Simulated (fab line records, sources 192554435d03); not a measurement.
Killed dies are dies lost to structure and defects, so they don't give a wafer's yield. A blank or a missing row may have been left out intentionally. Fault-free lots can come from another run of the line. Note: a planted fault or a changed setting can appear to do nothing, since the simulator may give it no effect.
One fault through the eyes of 3 desks / flow n5 finfet / each desk holds nothing but its own numbers, with what lay behind them at the end

## THE DEFECT DESK
Inspection counts along the route, by lot: the mean over sampled wafers that carry a number. Marked OUT: a lot whose mean sits more than 4 standard deviations from the usual mean, which makes it out of limits; the brackets give that distance.
Columns: A = raw defect count at N5_FIN_CUT_INSPECT_10, usual 46
lot=L895; first seen here=day 4 04:17; A=61
lot=L897; first seen here=day 4 17:46; A=52
lot=L905; first seen here=day 6 14:20; A=34
lot=L906; first seen here=day 7 02:46; A=61
lot=L907; first seen here=day 7 03:59; A=57
lot=L910; first seen here=day 7 20:36; A=45
This desk found nothing out of limits on any of the 6 lots.

## FOR THE TOOL OWNER'S DESK: rie diel-01
The tool's own readings at N5_FIN_CUT_CUT_ETCH_27 (etches SiO2 in CHF3/O2, target depth 4 nm, overetch 2 nm, time 4.9 s): means of the sampled wafers that have a number, for each lot that ran on this tool. Marked OUT: a lot whose mean sits more than 4 standard deviations from the usual mean, which makes it out of limits; the brackets give that distance.
Columns: A = O2_flow_sccm at N5_FIN_CUT_CUT_ETCH_27, usual 5.001 sccm; B = drypump motor current A at N5_FIN_CUT_CUT_ETCH_27, usual 5.9 A; C = oes product au at N5_FIN_CUT_CUT_ETCH_27, usual 0.62 a.u.; D = rf vpp V at N5_FIN_CUT_CUT_ETCH_27, usual 527 V; E = showerhead plenum p Torr at N5_FIN_CUT_CUT_ETCH_27, usual 2.46 Torr; F = throttle valve pct at N5_FIN_CUT_CUT_ETCH_27, usual 18.79 %
lot=L895; first seen here=day 4 04:59; A=4.995; B=5.9; C=0.60; D=542; E=2.47; F=18.55
lot=L905; first seen here=day 6 15:07; A=5.006; B=6.0; C=0.68; D=528; E=2.47; F=18.71
lot=L907; first seen here=day 7 04:32; A=4.994; B=6.2; C=0.62; D=529; E=2.44; F=18.72
This desk found nothing out of limits on any of the 3 lots.

## AT THE METROLOGY DESK
Means of the sampled wafers that have a number, per lot and without regard to the tool the lot ran on: this is what the gauges read. Marked OUT: a lot whose mean sits more than 4 standard deviations from the usual mean, which makes it out of limits; the brackets give that distance. Readings shown: 7 of its 12, picked as those furthest out on some lot.
Columns: A = FIN_CUT_OVL at N5_FIN_CUT_OVL_MEAS_09, usual -0.3 nm; B = DIBL_N at N5_BEOL_M4_RC_MEAS_101, usual 36.2 mV/V; C = IOFF_N at N5_BEOL_M4_RC_MEAS_101, usual 0.16 nA/um; D = IOFF_P at N5_BEOL_M4_RC_MEAS_101, usual 0.21 nA/um; E = SS_P at N5_BEOL_M4_RC_MEAS_101, usual 73.4 mV/dec; F = VT_N at N5_BEOL_M4_RC_MEAS_101, usual 249 mV; G = VT_P at N5_BEOL_M4_RC_MEAS_101, usual -252 mV
lot=L895; first seen here=day 4 04:12; A=-0.3; B=38.4; C=0.24; D=0.28; E=74.4; F=243; G=-246
lot=L897; first seen here=day 4 17:40; A=-0.5; B=35.3; C=0.13; D=0.18; E=73.1; F=254; G=-253
lot=L905; first seen here=day 6 14:15; A=-0.7; B=35.6; C=0.16; D=0.18; E=73.8; F=251; G=-255
lot=L906; first seen here=day 7 02:41; A=0.8; B=35.6; C=0.17; D=0.21; E=73.2; F=248; G=-252
lot=L907; first seen here=day 7 03:54; A=0.1; B=37.6; C=0.15; D=0.19; E=72.7; F=252; G=-254
lot=L910; first seen here=day 7 20:31; A=-1.0; B=37.0; C=0.16; D=0.20; E=72.7; F=249; G=-252
This desk found nothing out of limits on any of the 6 lots.

## ALL TOGETHER
The defect desk saw nothing out of limits.
Nothing out of limits was seen by the tool owner's desk.
At the metrology desk, nothing out of limits was observed.

## WHAT THE SIMULATOR HAD PUT IN
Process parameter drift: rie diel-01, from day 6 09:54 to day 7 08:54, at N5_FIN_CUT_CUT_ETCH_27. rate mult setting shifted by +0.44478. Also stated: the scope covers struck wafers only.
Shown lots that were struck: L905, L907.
